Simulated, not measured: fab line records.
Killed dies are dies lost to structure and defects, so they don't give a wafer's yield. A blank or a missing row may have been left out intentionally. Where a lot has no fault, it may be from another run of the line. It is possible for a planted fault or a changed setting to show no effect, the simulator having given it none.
A struck lot beside a sound one	flow n5_finfet	40 steps out of a route of 1938
Sound: the wafers L880.1, L880.5, L880.6. Wafers struck: L884.2, L884.3, L884.4. At the end, the cause is stated.
Order at every step that has rows: each side's tool, ch and its chambers, its first start. Under that, the readings that differ: sound wafers	struck wafers	difference of the means	sigmas: that difference in standard deviations of wafers without a fault.
alike: readings with means less than 2 such deviations apart, plus words and numbers identical on both sides. not compared: withheld readings, readings lacking a value on some wafer, bounds such as >300 that could conceal the same value, and numbers that have no deviation in the record and whose values overlap.
The two part at a step that has a row with sigmas, a row that says differs or no value, or rows on one side only. Numbers that have no deviation but don't overlap get no sigmas and don't part them. Lack of a reading on every wafer of one side parts them only where that side has two or more wafers.

first, 9 steps without rows for these wafers: N5_MOL_CONTACT_COAG_PRE_CLEAN_121; N5_MOL_CONTACT_COAG_CVD_140 (deposits W, target thk 66.5 nm, time 215 s); N5_MOL_CONTACT_COAG_PRECLEAN_127 (cleans in DIW, time 57.5 s); N5_MOL_CONTACT_COAG_SRD_128 (dry time 32 s); N5_MOL_CONTACT_COAG_CMP_52 (polishes, stops on SiO2, t overpolish 1.5 s, target thk 66.5 nm); N5_MOL_CONTACT_COAG_ANNEAL_112 (time 1800 s); N5_BEOL_M0_SAQP_PECVD_00 (deposits SiCN from 3MS/NH3, target thk 8 nm, time 14 s); N5_BEOL_M0_SAQP_ILD_DEP_01 (deposits SiOC from DEMS/O2, target thk 45.419 nm, time 8.7 s); N5_BEOL_M0_SAQP_HM_DEP_02 (deposits TiN, target thk 12 nm).
N5_BEOL_M0_SAQP_PECVD_03: deposits SiCN from 3MS/NH3, target thk 12 nm, time 21.1 s.
  sound on pecvd-01 ch 0,2, day 6 05:29; struck on pecvd-01 ch 1,2, day 7 05:40
reading	sound	struck	difference	sigmas
run_length_s (s)	50.4 50.4 52.1	54.4 55.4 54.7	+3.9	+6
model.SiCN_of_BEOL_M0_SAQP_PECVD_03.thk_nm (nm)	11.8 12.2 12	13.6 13.4 13.8	+1.6	
  alike: showerhead_plenum_p_Torr, throttle_valve_pct
then, 25 steps without rows for these wafers: N5_BEOL_M0_SAQP_PECVD_96 (deposits a-Si from SiH4/He, target thk 45 nm, time 45.2 s); N5_BEOL_M0_SAQP_PECVD_97 (deposits SiNx from SiH4/NH3/N2, target thk 23 nm, time 19.9 s); N5_BEOL_M0_SAQP_PECVD_04 (deposits a-Si from SiH4/He, target thk 60 nm, time 60.2 s); N5_BEOL_M0_SAQP_HM_DEP_111 (deposits SiO2 from SiH4/N2O, target thk 12 nm, time 7.2 s); N5_BEOL_M0_SAQP_COAT_81 (time 60 s, resist thk 100 nm); N5_BEOL_M0_SAQP_COAT_82 (time 60 s, resist thk 30 nm); N5_BEOL_M0_SAQP_COAT_08 (resist thk 90 nm); N5_BEOL_M0_SAQP_EBR_10; N5_BEOL_M0_SAQP_SOFTBAKE_09 (time 60 s); N5_BEOL_M0_SAQP_EXPOSE_11 (exposes mask M0 CORE, target cd 42 nm); N5_BEOL_M0_SAQP_PEB_12 (peb time 60 s); N5_BEOL_M0_SAQP_DEVELOP_13 (develop time 30 s); N5_BEOL_M0_SAQP_DESCUM_19 (chemistry O2, time 7.9 s); N5_BEOL_M0_SAQP_ETCH_83 (etches SiARC in CF4, target depth 39 nm, time 65 s); N5_BEOL_M0_SAQP_ETCH_84 (etches SOC in N2/H2, target depth 100 nm, overetch 20 nm, time 150 s); N5_BEOL_M0_SAQP_STRIP_80 (strips in N2/H2); N5_BEOL_M0_SAQP_HM_OPEN_112 (chemistry CHF3/O2, target SiO2, stops on a-Si, target depth 12 nm, time 13.5 s); N5_BEOL_M0_SAQP_STRIP_113 (strips in CHF3/O2); N5_BEOL_M0_SAQP_MANDREL_ETCH_20 (etches a-Si in HBr/Cl2, stops on SiNx, target depth 60 nm, bt time 10 s, time 30 s); N5_BEOL_M0_SAQP_STRIP_86 (strips in N2/H2); N5_BEOL_M0_SAQP_STRIP_115 (strips in post etch residue remover, time 60 s); N5_BEOL_M0_SAQP_SRD_93 (time 30 s); N5_BEOL_M0_SAQP_RECESS_114 (chemistry HF/NH3, target SiO2, target depth 14.4 nm, afs cycles 3, sublimation time 60 s); N5_BEOL_M0_SAQP_SPACER1_ALD_98 (deposits SiO2, target thk 12.8 nm, pulse time 1 s, purge time 2 s); N5_BEOL_M0_SAQP_SPACER1_ETCHBACK_99 (etches SiO2 in CHF3/O2, target depth 15.4 nm, time 7.7 s).
N5_BEOL_M0_SAQP_RECESS_109: chemistry HF/NH3, target SiO2, target depth 3 nm, afs cycles 1, sublimation time 60 s.
  sound on vapor_etch-01 ch 0,1, day 6 09:02; struck on vapor_etch-01 ch 0,1, day 7 09:22
reading	sound	struck	difference	sigmas
model.SiCN_of_BEOL_M0_SAQP_PECVD_03.thk_nm (nm)	8.2 8.6 8.4	10.2 9.8 10.2	+1.7	
  alike: drypump_motor_current_A, foreline_p_Torr
N5_BEOL_M0_ETCH_138: etches SiCN in CH3F/O2, target depth 12 nm, time 31.6 s.
  sound on rie_diel-02 ch 0,3, day 6 12:50; struck on rie_diel-02 ch 0,2, day 7 12:19
reading	sound	struck	difference	sigmas
etch_rf_on_time_s (s)	27.8 29.1 28.8	33.6 32.7 33.8	+4.8	+5
model.etch.depth_nm (nm)	8.3 8.635 8.378	10.11 9.853 10.18	+1.61	
model.SiO2_of_BEOL_M0_SAQP_SPACER2_ALD_26.thk_nm (nm)	5 5 5.2	4.6 4.6 4.6	-0.5	
  alike: drypump_motor_current_A, oes_product_au, rf_vpp_V, showerhead_plenum_p_Torr, throttle_valve_pct
  not compared: rf_hours_counter_h
N5_BEOL_M0_HM_OPEN_105: chemistry Cl2/BCl3, target TiN, target depth 12 nm.
  sound on rie_metal-02 ch 0,1, day 6 12:56; struck on rie_metal-02 ch 0,1, day 7 12:37
reading	sound	struck	difference	sigmas
model.SiO2_of_BEOL_M0_SAQP_SPACER2_ALD_26.thk_nm (nm)	2.6 2.6 2.8	2.2 2.4 2.2	-0.4	
  alike: drypump_motor_current_A, oes_product_au, throttle_valve_pct
  not compared: rf_hours_counter_h
N5_BEOL_M0_ETCH_128: etches SiCN in CF4/N2, target depth 12 nm, overetch 5.1 nm, time 21.4 s.
  sound on rie_diel-02 ch 0,1,3, day 6 13:15; struck on rie_diel-01 ch 1,3, day 7 12:56
reading	sound	struck	difference	sigmas
model.etch.depth_nm (nm)	8.3 8.635 8.378	10.11 9.853 10.18	+1.61	
  alike: cf4_flow_sccm, drypump_motor_current_A, n2_flow_sccm, oes_product_au, rf_vpp_V, showerhead_plenum_p_Torr, throttle_valve_pct
  not compared: rf_hours_counter_h
-- a jump in the record: the struck wafers' starts before and after are 2 days apart (it breaks off in module BEOL_M0 and resumes in module BEOL_M4, where the first step shown is number 1111 of the route) --
N5_BEOL_M4_RC_MEAS_101:
  sound on prober-02 ch 0, day 8 13:46; struck on prober-02 ch 0, day 9 15:26
  alike: DIBL_N, DIBL_P, IOFF_N, IOFF_P, ION_N, ION_P, SS_N, SS_P, VT_N, VT_P

## WHERE THEY PART
At N5_BEOL_M0_SAQP_PECVD_03 first; at N5_BEOL_M0_ETCH_138 last (within this record only). Later steps at which nothing parts them and some readings are alike: N5_BEOL_M0_HM_OPEN_105, N5_BEOL_M0_ETCH_128, N5_BEOL_M4_RC_MEAS_101.

WHY: what had been put in by the simulator
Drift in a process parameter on pecvd-01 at N5_BEOL_M0_SAQP_PECVD_03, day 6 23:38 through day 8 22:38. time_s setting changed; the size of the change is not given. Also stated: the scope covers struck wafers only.
